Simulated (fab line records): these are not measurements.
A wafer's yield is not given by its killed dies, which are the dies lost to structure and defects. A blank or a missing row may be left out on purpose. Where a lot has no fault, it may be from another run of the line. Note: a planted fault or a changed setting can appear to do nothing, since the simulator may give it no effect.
fab line records	flow n5-finfet
record: lots: 7	wafers: 39
route steps=1938 shown ZERO_LAYER@4 WELL_APT@26 HKMG_FIN@414 MOL_CONTACT_COAG@537 BEOL_M0@736 BEOL_M1@814 BEOL_M3@994 BEOL_M4@1100
start-h: the number of hours between the record's first day and the start of the first shown wafer of the lot	wait-h: time in hours since the lot's previous step	" identical to the entry in the row above	L1.1+2: a row that stands for several wafers	- value missing, or start not given	* or withheld: withheld	< > ~ a bound
route shown NAME@n: a module of which the file shows steps, and the number in the route of the first	usual: the fault-free wafers' mean and standard deviation	same: alike in all rows	chamber/n: place in a boat	sites: each site's reading	_std_site: how widely they spread, as a standard deviation	_edge_site: outer sites' mean less inner sites'	radius-mm: for every site, how far away it sits from the centre of the wafer	mask NAME#n: copy n	behind: the most recent tool/chamber to have shaped the wafer	hold: the reason the lot was held/the length of the hold in hours/how it ended	device: which transistor (n, p or np) failed to switch	end of line: tests run on the same wafers once the route is complete	where a step has no rows: the recipe by itself	killed: dies lost to structure and defects at the first sort, not the wafer's yield	map: a wafer's dies, x killed, . not, _ none there
set.NAME: the run value of the setting; set.NAME@STEP: its run value at that earlier step	model.NAME: the simulator's own value behind a step, which no gauge read
lots where settings were altered on purpose, with a table for each step and a row for each wafer
== steps ==
step: N5_ZERO_LAYER_PECVD_02
recipe: material: SiO2	target-thk-a: 100	temp-c: 400	precursor: SiH4/N2O	pressure-torr: 0.75	rf-w: 275	time-s: 6
step: N5_WELL_APT_DEVELOP_07
recipe: develop-time-s: 45	rinse-liquid: surfactant-rinse	dry: air-spin	dev-temp-c: 21
step: N5_HKMG_FIN_RTA_80
recipe: temp-c: withheld	time-s: 2	ambient: N2	idle-temp-c: 600	ramp-up-c-per-s: 150	ramp-down-c-per-s: 60	cool-to-c: 600
step: N5_MOL_CONTACT_COAG_ETCH_15
recipe: chemistry: CH3F/O2	target: SiNx	target-depth-a: 70	mask-material: SOC	stop-on: Si:P	over-etch-frac: 0.75	ion-energy-ev: 120	pressure-mtorr: 30	source-w: 395	bias-w: 73	Ar_flow_sccm: 150	CH3F_flow_sccm: 30	O2_flow_sccm: 20
step: N5_BEOL_M0_SPUTTER_132
recipe: material: Cu	target-thk-a: 40	temp-c: -20	chamber-pressure-pa: 0.07	power-w: withheld	time-s: 7.37
step: N5_BEOL_M1_SPUTTER_48
recipe: material: Cu	target-thk-a: 45	temp-c: -20	chamber-pressure-pa: 0.07	power-w: withheld	time-s: 8.29
step: N5_BEOL_M3_SPUTTER_48
step: N5_BEOL_M4_SPUTTER_96
step: N5_BEOL_M4_RC_MEAS_101
usual: CJ_N: 4.36/0.095	CJ_P: 5.68/0.26	IOFF_P_LONG: 9.9e-05/9.7e-06	RS_PWELL: 3006/23	VT_P_LONG: -277/3.7
lot.wafer	tool	chamber	start-h	wait-h	set.time-s@ZERO_LAYER_PECVD_02	set.develop-time-s@WELL_APT_DEVELOP_07	set.time-s@HKMG_FIN_RTA_80	set.target-depth-a@MOL_CONTACT_COAG_ETCH_15	set.time-s@BEOL_M0_SPUTTER_132	set.time-s@BEOL_M1_SPUTTER_48	set.time-s@BEOL_M3_SPUTTER_48	set.target-thk-a@BEOL_M4_SPUTTER_96	CJ_N	CJ_P	IOFF_P_LONG[nA/um]	RS_PWELL[ohm/sq]	VT_P_LONG[mV]
L080.1	prober-02	0	200.18	0.0	6	45	0.9491	70	10.27	8.29	8.29	45	4.42	5.81	0.000149	3018	-264
L080.2	"	0	"	"	8.847	45	2	70	7.37	8.29	6.443	69.51	4.77	5.08	8.4e-05	3046	-282
L080.3	"	0	"	"	6	62.2	0.9491	70	7.37	8.29	8.29	45	4.36	5.61	0.000149	2994	-262
L080.4	"	0	"	"	8.847	62.2	2	70	10.27	8.29	8.29	69.51	4.57	5.02	8.7e-05	3130	-280
L080.5	"	0	"	"	8.847	45	0.9491	70	7.37	8.29	6.443	69.51	4.81	5.03	0.000144	3088	-263
L080.6	"	0	"	"	6	62.2	2	70	10.27	8.29	6.443	45	4.39	5.36	8.6e-05	2977	-279
L079.1	prober-01	0	201.22	0.0	6	45	2.497	70	7.37	12.06	11.04	24.2	4.36	5.15	8.5e-05	3036	-280
L079.2	"	0	"	"	8.634	36.25	2.497	70	7.37	8.29	11.04	24.2	4.60	4.42	7.7e-05	3074	-279
L079.3	"	0	"	"	6	45	2	70	7.37	8.29	8.29	24.2	4.32	5.51	9.9e-05	3008	-276
L079.4	"	0	"	"	8.634	45	2.497	70	7.37	8.29	8.29	45	4.51	4.94	8.3e-05	3075	-277
L079.5	"	0	"	"	6	36.25	2	70	7.37	12.06	11.04	45	4.35	5.63	0.000106	3037	-276
L079.6	"	0	"	"	8.634	36.25	2	70	7.37	12.06	8.29	45	4.60	4.82	9.5e-05	3073	-273
L083.2	prober-02	0	222.40	0.2	6	45	2	70	7.37	8.29	8.29	45	4.40	5.67	0.000117	3004	-273
L083.4	"	0	"	"	6	45	2	70	7.37	8.29	8.29	45	4.32	5.76	0.000114	3003	-272
L083.6	"	0	"	"	6	45	2	70	7.37	8.29	8.29	45	4.26	5.64	0.000117	2997	-271
L084.1	prober-01	0	225.37	0.0	6	45	2	70	7.37	12.73	8.29	45	4.46	5.34	0.000108	3025	-273
L084.2	"	0	"	"	6	45	1.657	70	7.37	12.73	6.987	58.05	4.30	5.43	0.000127	3009	-267
L084.3	"	0	"	"	6	28.11	1.657	70	8.848	12.73	8.29	58.05	4.57	5.53	0.000138	3059	-269
L084.4	"	0	"	"	6	28.11	1.657	70	7.37	8.29	6.987	45	4.41	5.30	0.000133	3022	-268
L084.5	"	0	"	"	6	28.11	2	70	8.848	8.29	8.29	45	4.47	5.45	0.00011	3022	-272
L084.6	"	0	"	"	6	45	2	70	8.848	8.29	6.987	58.05	4.33	5.01	0.000117	3036	-274
L091.1	prober-02	0	286.19	0.0	6	18.08	2	29.21	7.37	8.29	4.846	45	4.16	5.72	8.9e-05	2953	-279
L091.2	"	0	"	"	6	18.08	2	70	7.37	8.29	8.29	26.16	4.31	5.85	9.5e-05	2989	-278
L091.3	"	0	"	"	9.544	45	2	29.21	3.036	8.29	4.846	26.16	4.72	5.37	8.8e-05	3075	-277
L091.4	"	0	"	"	9.544	45	2.371	29.21	3.036	8.29	8.29	26.16	4.84	4.86	7e-05	3068	-284
L091.5	"	0	"	"	6	45	2.371	70	7.37	8.29	8.29	45	4.43	5.92	8e-05	3000	-286
L091.6	"	0	"	"	9.544	18.08	2.371	70	3.036	8.29	4.846	45	4.70	4.60	7.2e-05	3065	-284
L092.1	prober-01	0	286.71	0.0	4.096	45	2	84.93	10.23	9.703	10.9	45	4.13	5.95	9.1e-05	2958	-280
L092.2	"	0	"	"	6	45	1.343	70	10.23	9.703	8.29	45	4.49	5.48	0.000114	2988	-272
L092.3	"	0	"	"	4.096	18.12	1.343	84.93	7.37	8.29	8.29	45	3.95	5.95	0.00012	2944	-273
L092.4	"	0	"	"	6	45	2	84.93	7.37	8.29	10.9	45	4.32	5.88	9.1e-05	2996	-278
L092.5	"	0	"	"	6	18.12	1.343	70	10.23	8.29	10.9	45	4.35	5.49	0.000111	3011	-270
L092.6	"	0	"	"	4.096	18.12	2	70	7.37	9.703	8.29	45	4.18	5.73	9.1e-05	2939	-278
L097.1	prober-01	0	317.82	0.0	4.89	45	1.463	34.86	7.37	8.29	8.29	57.52	4.16	5.35	0.000108	2975	-275
L097.2	"	0	"	"	6	45	2	70	4.137	9.556	8.29	57.52	4.38	5.37	8.9e-05	3035	-282
L097.3	"	0	"	"	6	45	1.463	70	7.37	9.556	8.29	57.52	4.47	5.22	9.7e-05	2993	-277
L097.4	"	0	"	"	4.89	69.87	2	34.86	7.37	9.556	8.29	45	4.31	5.29	8.8e-05	3000	-284
L097.5	"	0	"	"	4.89	69.87	1.463	70	4.137	8.29	8.29	45	4.30	5.26	9.8e-05	2972	-274
L097.6	"	0	"	"	6	69.87	2	34.86	4.137	8.29	8.29	45	4.37	5.51	8.3e-05	3008	-286
== key ==
split: step: N5_ZERO_LAYER_PECVD_02	setting: time-s	stated-as: 6
response: step: N5_BEOL_M4_RC_MEAS_101	reading: CJ_N	slope: +0.0082	per: 1%	together-with: all	explained: 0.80
response: step: N5_BEOL_M4_RC_MEAS_101	reading: RS_PWELL	slope: +1.61	per: 1%	together-with: all	explained: 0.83
response: step: N5_BEOL_M4_RC_MEAS_101	reading: CJ_P	slope: -0.0138	per: 1%	together-with: all	explained: 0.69
split: step: N5_WELL_APT_DEVELOP_07	setting: develop-time-s	stated-as: 45
response none clear
split: step: N5_HKMG_FIN_RTA_80	setting: time-s	stated-as: 2
response: step: N5_BEOL_M4_RC_MEAS_101	reading: IOFF_P_LONG	slope: -9.36e-07	per: 1%	together-with: all	explained: 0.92
response: step: N5_BEOL_M4_RC_MEAS_101	reading: VT_P_LONG	slope: -0.293	per: 1%	together-with: all	explained: 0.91
split: step: N5_MOL_CONTACT_COAG_ETCH_15	setting: target-depth-a	stated-as: 70
response none clear
split: step: N5_BEOL_M0_SPUTTER_132	setting: time-s	stated-as: 7.37
response none clear
split: step: N5_BEOL_M1_SPUTTER_48	setting: time-s	stated-as: 8.29
response none clear
split: step: N5_BEOL_M3_SPUTTER_48	setting: time-s	stated-as: 8.29
response none clear
split: step: N5_BEOL_M4_SPUTTER_96	setting: target-thk-a	stated-as: 45
response none clear
